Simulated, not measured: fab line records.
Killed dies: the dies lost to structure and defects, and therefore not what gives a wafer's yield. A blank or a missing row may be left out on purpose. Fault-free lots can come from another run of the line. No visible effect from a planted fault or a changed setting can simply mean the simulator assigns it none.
A lot that was struck, set against a sound lot / flow nand harc / 15 steps out of a route of 1302
Sound: wafers L727.1, L727.4, L727.6. Struck: wafers L744.4, L744.6. (L744.3 of the same lot was not struck and is left out.) The cause comes at the end.
Each step with rows lists, per side, the tool, then ch with its chambers, then its first start. Under that, the readings that differ: sound wafers / struck wafers / difference of the means / sigmas: that difference in standard deviations of wafers without a fault.
alike: a reading whose means differ by less than 2 such deviations, as well as words and numbers matching on both sides. not compared: withheld readings; readings where some wafer has no value; bounds like >300 that might hide an equal value; numbers whose values overlap and for which the record gives no deviation.
Wherever a step has rows on one side only, a row that says differs or no value, or a row with sigmas, the two part there. When numbers do not overlap yet have no deviation, they are printed without sigmas and do not part them. A reading that every wafer of one side lacks parts them only if that side has two wafers or more.

first, 8 steps without rows for these wafers: NHARC_A_M1_HMDS_02 (time 30 s); NHARC_A_M1_COAT_34 (time 65 s); NHARC_A_M1_COAT_03 (resist thk 90 nm); NHARC_A_M1_SOFTBAKE_04 (time 55 s); NHARC_A_M1_EBR_05; NHARC_A_M1_EXPOSE_06 (exposes mask A M1, target cd 120 nm); NHARC_A_M1_PEB_07 (peb time 65 s); NHARC_A_M1_DEVELOP_08 (develop time 35 s).
NHARC_A_M1_CD_MEAS_09: target cd 120 nm.
  sound on cd sem-01 ch 0, day 25 03:17; struck on cd sem-01 ch 0, day 31 22:39
reading=cd nm (nm); sound=119.6 118.6 119.4; struck=120.5 120.4; difference=+1.2; sigmas=+2
NHARC_A_M1_OVL_MEAS_10: pitch 240 nm.
  struck on overlay-01, day 31 22:44; sound on overlay-01, day 25 03:23
  alike: overlay x nm, overlay y nm
NHARC_A_M1_INSPECT_11:
  struck on defect inspect-01, day 31 22:46; sound on defect inspect-01, day 25 03:25
  alike: raw defect count
NHARC_A_M1_DESCUM_14: chemistry O2, time 3 s.
  sound on rie diel-07 ch 0,1,3, day 25 03:29; struck on rie diel-07 ch 1,3, day 31 22:50
  alike: drypump motor current A, oes product au, rf vpp V, showerhead plenum p Torr, throttle valve pct
  not compared: rf hours counter h
NHARC_A_M1_ETCH_35: etches the open film in N2/H2, target depth 40 nm, overetch 12 nm, time 43.94 s.
  sound on rie diel-07 ch 2,3, day 25 03:34; struck on rie diel-07 ch 0, day 31 22:55
reading=oes product au (a.u.); sound=1.003 0.996 1.005; struck=0.836 0.839; difference=-0.164; sigmas=-23
  alike: bias w, drypump motor current A, h2 flow sccm, n2 flow sccm, rf vpp V, showerhead plenum p Torr, throttle valve pct
  not compared: rf hours counter h
NHARC_A_M1_ETCH_15: etches the open film in C4F8/Ar, target depth 182.5 nm, time 91.2 s.
  sound: rie diel-07 ch 0,2,3; struck: rie diel-07 ch 0,2
reading=oes product au (a.u.); sound=0.925 0.916 0.930; struck=0.969 0.983; difference=+0.052; sigmas=+2
  alike: bias w, rf vpp V
  not compared: rf hours counter h
following that, these wafers have no rows for 1 step: NHARC_END_SORT_01.

## WHERE THEY PART
At NHARC_A_M1_CD_MEAS_09 first; at NHARC_A_M1_ETCH_15 last (within this record only).

WHY: whatever the simulator had introduced
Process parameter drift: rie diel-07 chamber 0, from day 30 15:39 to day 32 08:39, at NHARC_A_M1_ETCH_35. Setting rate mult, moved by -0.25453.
